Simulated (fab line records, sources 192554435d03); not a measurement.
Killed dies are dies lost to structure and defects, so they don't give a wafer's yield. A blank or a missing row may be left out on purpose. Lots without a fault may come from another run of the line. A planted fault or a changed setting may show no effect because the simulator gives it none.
Chamber matching | flow n5_finfet | N5_HKMG_FIN_STRIP_93 on rie_diel-01: 4 sister chambers
The step strips SOC in N2/H2, time 20 s. 20 wafers are shown with their chamber, then 10 later ones without.

WAFERS WITH THEIR CHAMBER
wafer  | chamber | showerhead_plenum_p_Torr (Torr) | drypump_motor_current_A (A) | throttle_valve_pct (%)
L076.1 | 3       | 3.46                            | 5.2                         | 19.1
L076.4 | 2       | 3.50                            | 6.1                         | 19.3
L076.5 | 2       | 3.50                            | 6.1                         | 19.3
L077.1 | 1       | 3.31                            | 5.9                         | 19.3
L077.3 | 3       | 3.46                            | 5.2                         | 19.1
L077.5 | 3       | 3.46                            | 5.2                         | 19.1
L081.1 | 0       | 3.26                            | 5.2                         | 18.6
L081.3 | 3       | 3.46                            | 5.2                         | 19.2
L081.5 | 3       | 3.46                            | 5.3                         | 19.2
L085.2 | 1       | 3.30                            | 5.9                         | 19.3
L085.3 | 3       | 3.45                            | 5.3                         | 19.2
L085.4 | 2       | 3.50                            | 6.1                         | 19.3
L088.2 | 2       | 3.49                            | 6.1                         | 19.3
L088.3 | 0       | 3.25                            | 5.1                         | 18.6
L088.5 | 2       | 3.49                            | 6.1                         | 19.3
L089.1 | 1       | 3.30                            | 5.9                         | 18.9
L089.2 | 3       | 3.45                            | 5.3                         | 19.2
L089.3 | 2       | 3.49                            | 6.1                         | 19.4
L091.1 | 2       | 3.49                            | 6.1                         | 19.4
L091.3 | 0       | 3.25                            | 5.1                         | 18.6

SIGNATURES (means of the wafers above)
reading                  | chamber 0 | chamber 1 | chamber 2 | chamber 3 | scatter within a chamber
showerhead_plenum_p_Torr | 3.2533    | 3.3033    | 3.4943    | 3.4571    | 0.00529
drypump_motor_current_A  | 5.133     | 5.900     | 6.100     | 5.243     | 0.0386
throttle_valve_pct       | 18.600    | 19.167    | 19.329    | 19.157    | 0.0929
Rule: a wafer's distance from a chamber is the root of the sum, over the readings, of the square of ((its reading less the chamber's mean) divided by the reading's scatter). The wafer belongs to the nearest chamber; if the next one is less than 2 further off, it can't be placed. The scatter: the root of (the sum of the squares of (reading less its chamber's mean) over the shown wafers, divided by (wafers less chambers)).

WAFERS WITHOUT THEIR CHAMBER
wafer  | showerhead_plenum_p_Torr (Torr) | drypump_motor_current_A (A) | throttle_valve_pct (%)
L091.6 | 3.49                            | 6.1                         | 19.4
L092.1 | 3.30                            | 5.9                         | 18.9
L092.2 | 3.25                            | 5.2                         | 18.6
L092.4 | 3.49                            | 6.1                         | 19.4
L093.3 | 3.44                            | 5.2                         | 19.2
L093.5 | 3.48                            | 6.1                         | 19.4
L093.6 | 3.30                            | 5.9                         | 18.9
L095.1 | 3.24                            | 5.2                         | 18.6
L095.2 | 3.48                            | 6.1                         | 19.4
L095.4 | 3.44                            | 5.2                         | 19.2

WHICH CHAMBER EACH WENT THROUGH
wafer  | from the rows above | in truth
L091.6 | 2                   | 2
L092.1 | 1                   | 1
L092.2 | 0                   | 0
L092.4 | 2                   | 2
L093.3 | 3                   | 3
L093.5 | 2                   | 2
L093.6 | 1                   | 1
L095.1 | 0                   | 0
L095.2 | 2                   | 2
L095.4 | 3                   | 3
Placed correctly: 10 of 10. Can't be placed from these rows: 0. Placed wrongly: 0.
